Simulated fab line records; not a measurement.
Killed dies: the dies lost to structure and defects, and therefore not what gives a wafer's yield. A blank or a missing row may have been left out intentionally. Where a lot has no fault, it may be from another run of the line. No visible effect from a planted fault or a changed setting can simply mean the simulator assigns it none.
Which tool was responsible? -- flow nand-harc -- 36 wafers from 12 lots sampled at 4 of the route's 1302 steps

WHAT EACH GAUGE READ, for each wafer
No reading from a measuring or inspecting step in the record can be judged against a usual standard deviation.

EACH LOT AND THE TOOL THAT RAN IT (in order: tool; ch and the chambers of the sampled wafers; start)
lot,NHARC_A_STAIRCASE_STRIP_254,NHARC_A_STAIRCASE_DEP_259,NHARC_A_STAIRCASE_EXPOSE_265,NHARC_A_STAIRCASE_DESCUM_270
L352,"plasma-asher-01 ch 0,1, day 16 07:27","pecvd-02 ch 1,2, day 16 10:11","krf-scanner-02 ch 0, day 16 10:43","rie-diel-04 ch 1,2,3, day 16 11:06"
L351,"plasma-asher-01 ch 0,1, day 16 08:00","pecvd-02 ch 0,2, day 16 11:42","krf-scanner-01 ch 0, day 16 12:11","rie-diel-11 ch 0,1,2, day 16 12:34"
L354,"plasma-asher-02 ch 0,1, day 18 01:20","pecvd-03 ch 0,1,2, day 18 04:04","krf-scanner-02 ch 0, day 18 04:38","rie-diel-11 ch 0,1, day 18 05:01"
L355,"plasma-asher-01 ch 0,1, day 18 01:49","pecvd-04 ch 0,1,2, day 18 04:38","krf-scanner-03 ch 0, day 18 05:10","rie-diel-03 ch 0,1,2, day 18 05:33"
L358,"plasma-asher-02 ch 0,1, day 19 04:37","pecvd-03 ch 0,1,2, day 19 09:55","krf-scanner-02 ch 0, day 19 10:31","rie-diel-04 ch 0,2,3, day 19 10:53"
L363,"plasma-asher-02 ch 0,1, day 20 12:32","pecvd-02 ch 0,1,2, day 20 15:14","krf-scanner-03 ch 0, day 20 15:49","rie-diel-04 ch 0,3, day 20 16:11"
L361,"plasma-asher-02 ch 0,1, day 20 15:54","pecvd-04 ch 0,1,2, day 20 18:34","krf-scanner-02 ch 0, day 20 19:07","rie-diel-03 ch 0,2, day 20 19:29"
L366,"plasma-asher-02 ch 0,1, day 22 02:44","pecvd-03 ch 0,1, day 22 08:23","krf-scanner-02 ch 0, day 22 08:58","rie-diel-04 ch 0,1,3, day 22 09:22"
L368,"plasma-asher-01 ch 0,1, day 23 10:05","pecvd-02 ch 0,1,2, day 23 12:47","krf-scanner-02 ch 0, day 23 13:23","rie-diel-11 ch 1,2,3, day 23 13:46"
L370,"plasma-asher-02 ch 0,1, day 24 02:16","pecvd-04 ch 0,1, day 24 07:39","krf-scanner-03 ch 0, day 24 08:14","rie-diel-11 ch 0,2, day 24 08:37"
L371,"plasma-asher-02 ch 0,1, day 24 22:49","pecvd-02 ch 0,1,2, day 25 03:19","krf-scanner-03 ch 0, day 25 03:55","rie-diel-03 ch 0,1,2, day 25 04:18"
L374,"plasma-asher-01 ch 0,1, day 25 18:19","pecvd-04 ch 0,2, day 25 22:02","krf-scanner-01 ch 0, day 25 22:38","rie-diel-04 ch 0,2, day 25 23:02"
- NHARC_A_STAIRCASE_STRIP_254: strips in O2.
- NHARC_A_STAIRCASE_DEP_259: deposits SiON, target thk 30 nm.
- NHARC_A_STAIRCASE_EXPOSE_265: exposes mask CHOP 200.
- NHARC_A_STAIRCASE_DESCUM_270: chemistry O2, time 3 s.

AS READ BY THE TOOLS THEMSELVES (means over the sampled wafers that have a number; for cases with no such wafer, the mark the record gives instead)
NHARC_A_STAIRCASE_STRIP_254.
lot,tool,drypump-motor-current-A (A),heater-power-w (W)
L352,plasma-asher-01,6.10,347
L351,plasma-asher-01,6.10,349
L354,plasma-asher-02,5.90,297
L355,plasma-asher-01,6.11,349
L358,plasma-asher-02,6.01,325
L363,plasma-asher-02,6.01,331
L361,plasma-asher-02,5.92,298
L366,plasma-asher-02,5.89,300
L368,plasma-asher-01,6.10,342
L370,plasma-asher-02,5.98,332
L371,plasma-asher-02,6.00,327
L374,plasma-asher-01,6.11,351

NHARC_A_STAIRCASE_DEP_259.
lot,tool,chamber-pressure-Torr (Torr),heater-power-w (W)
L352,pecvd-02,3.497,684
L351,pecvd-02,3.502,635
L354,pecvd-03,3.505,751
L355,pecvd-04,3.494,755
L358,pecvd-03,3.503,742
L363,pecvd-02,3.503,675
L361,pecvd-04,3.500,784
L366,pecvd-03,3.503,766
L368,pecvd-02,3.500,628
L370,pecvd-04,3.501,780
L371,pecvd-02,3.495,667
L374,pecvd-04,3.493,857

NHARC_A_STAIRCASE_EXPOSE_265.
lot,tool,exposure-dose-mJ-cm2
L352,krf-scanner-02,25.015
L351,krf-scanner-01,25.026
L354,krf-scanner-02,25.032
L355,krf-scanner-03,25.001
L358,krf-scanner-02,25.009
L363,krf-scanner-03,24.976
L361,krf-scanner-02,23.905
L366,krf-scanner-02,23.873
L368,krf-scanner-02,23.882
L370,krf-scanner-03,24.984
L371,krf-scanner-03,25.030
L374,krf-scanner-01,25.004

NHARC_A_STAIRCASE_DESCUM_270.
lot,tool,drypump-motor-current-A (A),o2-flow-sccm (sccm),oes-product-au (a.u.),rf-vpp-V (V),showerhead-plenum-p-Torr (Torr),throttle-valve-pct (%)
L352,rie-diel-04,5.5,200.4,0.991,57.9,1.92,11.316
L351,rie-diel-11,5.8,200.2,1.005,57.2,1.83,11.303
L354,rie-diel-11,5.7,199.8,1.003,57.5,1.81,11.312
L355,rie-diel-03,5.6,199.6,1.003,58.0,1.89,11.312
L358,rie-diel-04,5.4,200.3,0.995,58.0,1.92,11.318
L363,rie-diel-04,5.3,200.5,1.009,57.6,1.88,11.308
L361,rie-diel-03,5.9,199.7,1.020,59.0,2.06,11.311
L366,rie-diel-04,5.6,199.4,1.001,58.2,1.96,11.314
L368,rie-diel-11,5.7,199.5,1.001,57.5,1.87,11.313
L370,rie-diel-11,5.6,199.6,0.985,58.7,1.79,11.315
L371,rie-diel-03,5.6,200.2,1.017,57.8,1.98,11.314
L374,rie-diel-04,5.5,199.8,0.998,58.5,1.99,11.306

THE ANSWER, worked out from the rows above alone
Rule: the usual values come from the lots themselves. The widest of any qualifying gaps counts: lots, ordered by their means at a reading, are off when they make up no more than a third of the lots, leave a main group of 4 or more, and stand apart from it by 3 or more times the standard deviation of that group's means. The tables above print the reading to a certain number of digits; a main group whose means all agree to those digits is not used. Also off: a lot with no number at a reading for which 4 or more lots have one. The other lots that the step has rows for count as sound. First the gauges in route order, then the tools' own readings, where a lot's mean is used as printed above. At the first step where some lot is off, the reading lying furthest off is the one used; lots without a number count as furthest.
Off, at NHARC_A_STAIRCASE_EXPOSE_265 on exposure-dose-mJ-cm2: L361, L366, L368. For the main group the mean is 25.009 and the standard deviation 0.019.
If a tool, at that step or one of the process steps before it, ran each lot that is off and ran no sound lot following the first of them, it fits. One candidate fits, namely krf-scanner-02 at NHARC_A_STAIRCASE_EXPOSE_265. Its last sound lot is L358 (day 19 10:31), its first lot that is off L361 (day 20 19:07): a fault that began between those two fits.
The tool's own readings at NHARC_A_STAIRCASE_EXPOSE_265 bear it out: on the lots that are off they differ by more than 5 times the standard deviation of the sound lots' means. exposure-dose-mJ-cm2 reads 23.887 there against 25.009 on the sound lots.

WHAT THE SIMULATOR HAD PUT IN
Process parameters drifting: krf-scanner-02 at NHARC_A_STAIRCASE_EXPOSE_265, beginning at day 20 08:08. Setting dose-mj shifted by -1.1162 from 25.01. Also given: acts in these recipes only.
Struck lots among those shown: L361, L366, L368. This agrees with what the rule above found.
